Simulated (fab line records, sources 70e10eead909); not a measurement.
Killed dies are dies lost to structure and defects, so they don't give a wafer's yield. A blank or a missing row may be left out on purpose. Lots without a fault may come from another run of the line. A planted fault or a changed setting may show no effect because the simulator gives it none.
Which tool did it? | flow nand_harc | 12 lots, 36 wafers sampled, at 5 steps of a route of 1159

WHAT THE GAUGES READ, wafer by wafer
NHARC_P_CONTACT_OVL_MEAS_13. Usual: overlay_x_nm -0.1 nm, standard deviation 0.96; overlay_y_nm 0.2 nm, standard deviation 0.93.
lot  | measured     | on         | overlay_x_nm (nm) | overlay_y_nm (nm) | flag
L470 | day 5 11:19  | overlay-01 | 1.0 0.1 0.6       | 0.1 -0.1 -0.1     |
L471 | day 5 11:58  | overlay-01 | -0.2 -0.1 -0.3    | 0.1 -0.3 -0.1     |
L473 | day 6 00:50  | overlay-02 | 0.6 0.6 0.0       | 1.5 1.2 1.0       |
L476 | day 6 22:46  | overlay-02 | -1.6 -1.0 -1.8    | 1.6 0.9 0.8       |
L479 | day 7 20:18  | overlay-01 | 1.3 0.8 1.5       | -0.4 -0.5 -0.7    |
L480 | day 8 06:05  | overlay-02 | -1.1 -0.9 -0.5    | -0.3 -0.4 -0.2    |
L483 | day 8 21:04  | overlay-02 | -0.4 -0.7 -0.4    | 0.2 0.3 0.5       |
L485 | day 9 07:11  | overlay-02 | -0.5 -0.8 -0.9    | 0.1 0.3 0.0       |
L484 | day 9 07:43  | overlay-02 | -1.3 -1.7 -1.7    | 1.3 1.0 1.3       |
L486 | day 9 17:14  | overlay-02 | 0.6 0.8 0.9       | -1.0 -0.9 -1.8    |
L488 | day 10 04:20 | overlay-02 | -1.7 -1.3 -1.4    | 0.2 0.1 -0.1      |
L493 | day 11 06:29 | overlay-02 | 0.0 0.3 -0.2      | 0.5 1.2 0.9       |

NHARC_P_M0_CD_MEAS_09: target cd 90 nm. Usual: cd_nm 90.1 nm, standard deviation 0.53.
lot  | measured     | on        | cd_nm (nm)     | flag
L470 | day 5 19:01  | cd_sem-03 | 89.9 91.0 90.2 |
L471 | day 5 19:38  | cd_sem-03 | 90.3 90.2 90.5 |
L473 | day 6 13:59  | cd_sem-02 | 90.4 90.5 90.1 |
L476 | day 7 04:29  | cd_sem-03 | 90.0 90.0 90.1 |
L479 | day 8 06:07  | cd_sem-01 | 70.9 71.0 71.0 | OFF
L480 | day 8 11:58  | cd_sem-01 | 74.8 74.9 75.0 | OFF
L483 | day 9 01:58  | cd_sem-03 | 90.4 89.9 90.8 |
L485 | day 9 16:06  | cd_sem-02 | 89.0 90.1 89.2 |
L484 | day 9 17:58  | cd_sem-01 | 91.0 90.8 90.4 |
L486 | day 10 04:58 | cd_sem-02 | 89.2 90.4 89.9 |
L488 | day 10 09:47 | cd_sem-02 | 90.5 90.3 90.3 |
L493 | day 11 11:02 | cd_sem-03 | 89.5 90.4 89.8 |

WHICH TOOL RAN EACH LOT (tool, then ch and the chambers of the sampled wafers, then the start)
lot  | NHARC_P_CONTACT_ETCH_36                       | NHARC_P_CONTACT_ALD_22              | NHARC_P_M0_EXPOSE_06
L470 | rie_diel-11 ch 0,3, day 5 13:15 or earlier    | ald_metal-02 ch 0,3, day 5 13:15    | arfi_scanner-01 ch 0, day 5 18:53
L471 | rie_diel-08 ch 0,2,3, day 5 13:53 or earlier  | ald_metal-04 ch 0,1,2, day 5 13:53  | arfi_scanner-01 ch 0, day 5 19:30
L473 | rie_diel-08 ch 0,2,3, day 6 02:46 or earlier  | ald_metal-01 ch 0,2,3, day 6 02:46  | arfi_scanner-02 ch 0, day 6 13:51
L476 | rie_diel-08 ch 1,2,3, day 7 00:43 or earlier  | ald_metal-02 ch 1,3, day 7 00:43    | arfi_scanner-03 ch 0, day 7 04:21
L479 | rie_diel-11 ch 2,3, day 7 22:16 or earlier    | ald_metal-02 ch 2,3, day 7 22:16    | arfi_scanner-01 ch 0, day 8 05:58
L480 | rie_diel-08 ch 1,2, day 8 08:11 or earlier    | ald_metal-02 ch 3, day 8 08:11      | arfi_scanner-01 ch 0, day 8 11:49
L483 | rie_diel-11 ch 0,1,3, day 8 23:05 or earlier  | ald_metal-04 ch 0,1,2, day 8 23:05  | arfi_scanner-03 ch 0, day 9 01:49
L485 | rie_diel-11 ch 0,3, day 9 09:08 or earlier    | ald_metal-01 ch 0,3, day 9 09:08    | arfi_scanner-03 ch 0, day 9 15:58
L484 | rie_diel-08 ch 1,2,3, day 9 09:40 or earlier  | ald_metal-02 ch 0,2, day 9 09:40    | arfi_scanner-02 ch 0, day 9 17:49
L486 | rie_diel-08 ch 1,2,3, day 9 19:11 or earlier  | ald_metal-01 ch 0,1,3, day 9 19:11  | arfi_scanner-03 ch 0, day 10 04:50
L488 | rie_diel-05 ch 0,1,2, day 10 07:29 or earlier | ald_metal-02 ch 2,3, day 10 07:29   | arfi_scanner-03 ch 0, day 10 09:39
L493 | rie_diel-11 ch 0,1,3, day 11 08:53 or earlier | ald_metal-02 ch 0,1,3, day 11 08:53 | arfi_scanner-03 ch 0, day 11 10:54
- NHARC_P_CONTACT_ETCH_36: etches the open film in N2/H2, target depth 260 nm, time 406.25 s.
- NHARC_P_CONTACT_ALD_22: deposits TiN, target thk 3 nm, pulse time 1 s, ald cycles 150.
- NHARC_P_M0_EXPOSE_06: exposes mask P M0, target cd 90 nm.

WHAT THE TOOLS THEMSELVES READ (means of the sampled wafers that have a number; where no wafer has one, the mark that the record gives instead)
NHARC_P_CONTACT_ETCH_36. Usual: drypump_motor_current_A 5.5 A, standard deviation 0.43; oes_product_au 1.002 a.u., standard deviation 0.0063; rf_vpp_V 430 V, standard deviation 3; showerhead_plenum_p_Torr 2.04 Torr, standard deviation 0.11; throttle_valve_pct 14.170 %, standard deviation 0.0091.
lot  | tool        | drypump_motor_current_A (A) | oes_product_au (a.u.) | rf_vpp_V (V) | showerhead_plenum_p_Torr (Torr) | throttle_valve_pct (%) | flag
L470 | rie_diel-11 | 5.5                         | 1.005                 | 433          | 2.15                            | 14.170                 |
L471 | rie_diel-08 | 5.2                         | 0.998                 | 429          | 1.98                            | 14.173                 |
L473 | rie_diel-08 | 5.1                         | 0.994                 | 429          | 1.98                            | 14.165                 |
L476 | rie_diel-08 | 5.5                         | 1.001                 | 428          | 1.99                            | 14.172                 |
L479 | rie_diel-11 | 5.9                         | 1.003                 | 432          | 2.10                            | 14.169                 |
L480 | rie_diel-08 | 5.6                         | 0.997                 | 430          | 2.07                            | 14.167                 |
L483 | rie_diel-11 | 5.5                         | 1.013                 | 433          | 2.14                            | 14.179                 |
L485 | rie_diel-11 | 5.5                         | 1.002                 | 433          | 2.15                            | 14.166                 |
L484 | rie_diel-08 | 5.5                         | 1.007                 | 429          | 1.99                            | 14.169                 |
L486 | rie_diel-08 | 5.5                         | 1.003                 | 429          | 1.99                            | 14.169                 |
L488 | rie_diel-05 | 5.8                         | 0.994                 | 429          | 1.99                            | 14.166                 |
L493 | rie_diel-11 | 5.5                         | 1.002                 | 434          | 2.14                            | 14.169                 |

NHARC_P_CONTACT_ALD_22. Usual: heater_power_w 1126 W, standard deviation 170; precursor_pulse_height_rel 1.001, standard deviation 0.023.
lot  | tool         | heater_power_w (W) | precursor_pulse_height_rel | flag
L470 | ald_metal-02 | 938                | 0.998                      |
L471 | ald_metal-04 | 1160               | 0.996                      |
L473 | ald_metal-01 | 1123               | 1.002                      |
L476 | ald_metal-02 | 1045               | 0.997                      |
L479 | ald_metal-02 | 1223               | 0.996                      |
L480 | ald_metal-02 | 938                | 0.983                      |
L483 | ald_metal-04 | 1167               | 1.020                      |
L485 | ald_metal-01 | 1035               | 1.018                      |
L484 | ald_metal-02 | 1102               | 0.995                      |
L486 | ald_metal-01 | 1051               | 1.011                      |
L488 | ald_metal-02 | 1032               | 0.991                      |
L493 | ald_metal-02 | 1078               | 1.014                      |

NHARC_P_M0_EXPOSE_06. Usual: exposure_dose_mJ_cm2 81.19, standard deviation 0.072.
lot  | tool            | exposure_dose_mJ_cm2 | flag
L470 | arfi_scanner-01 | 81.12                |
L471 | arfi_scanner-01 | 81.23                |
L473 | arfi_scanner-02 | 81.29                |
L476 | arfi_scanner-03 | 81.20                |
L479 | arfi_scanner-01 | 58.76                | OFF
L480 | arfi_scanner-01 | 63.39                | OFF
L483 | arfi_scanner-03 | 81.21                |
L485 | arfi_scanner-03 | 81.11                |
L484 | arfi_scanner-02 | 81.17                |
L486 | arfi_scanner-03 | 81.17                |
L488 | arfi_scanner-03 | 81.23                |
L493 | arfi_scanner-03 | 81.23                |

THE ANSWER, worked out from the rows above alone
Rule: a lot is off if the mean of its wafers that have a number lies more than 3 standard deviations from the usual mean. A lot without any number at a reading at which 4 lots or more have one is off too. The other lots that the step has rows for count as sound. The gauges are gone through in route order, then the tools' own readings, and for those a lot's mean is taken as printed above. The first step at which some lot is off is used, and at that step the reading that is off furthest; a lot without a number counts as furthest.
Off: L479, L480, at NHARC_P_M0_CD_MEAS_09 (cd_nm).
A tool fits if, at a process step before that reading, it ran every lot that is off, and no sound lot after the first of them. The gauges at NHARC_P_M0_CD_MEAS_09 aren't tried: what is off there is off at NHARC_P_M0_EXPOSE_06 too, on other tools, and a gauge's error can't cause that. NHARC_P_CONTACT_ETCH_36 gives no start for some lots, so the hours and the order of its lots are those of NHARC_P_CONTACT_ALD_22. One fits: arfi_scanner-01 at NHARC_P_M0_EXPOSE_06. Its last sound lot is L471 (day 5 19:30), its first lot that is off L479 (day 8 05:58): a fault that began between those two fits.
The tool's own readings at NHARC_P_M0_EXPOSE_06 bear it out: on the lots that are off they differ by more than 5 times the standard deviation of the sound lots' means. exposure_dose_mJ_cm2 reads 61.08 there against 81.20 on the sound lots.

WHAT THE SIMULATOR HAD PUT IN
Process parameter drift: arfi_scanner-01, from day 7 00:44 on, at NHARC_P_M0_EXPOSE_06. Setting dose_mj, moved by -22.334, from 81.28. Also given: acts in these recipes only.
Lots struck among those shown: L479, L480. The rule above found the same.
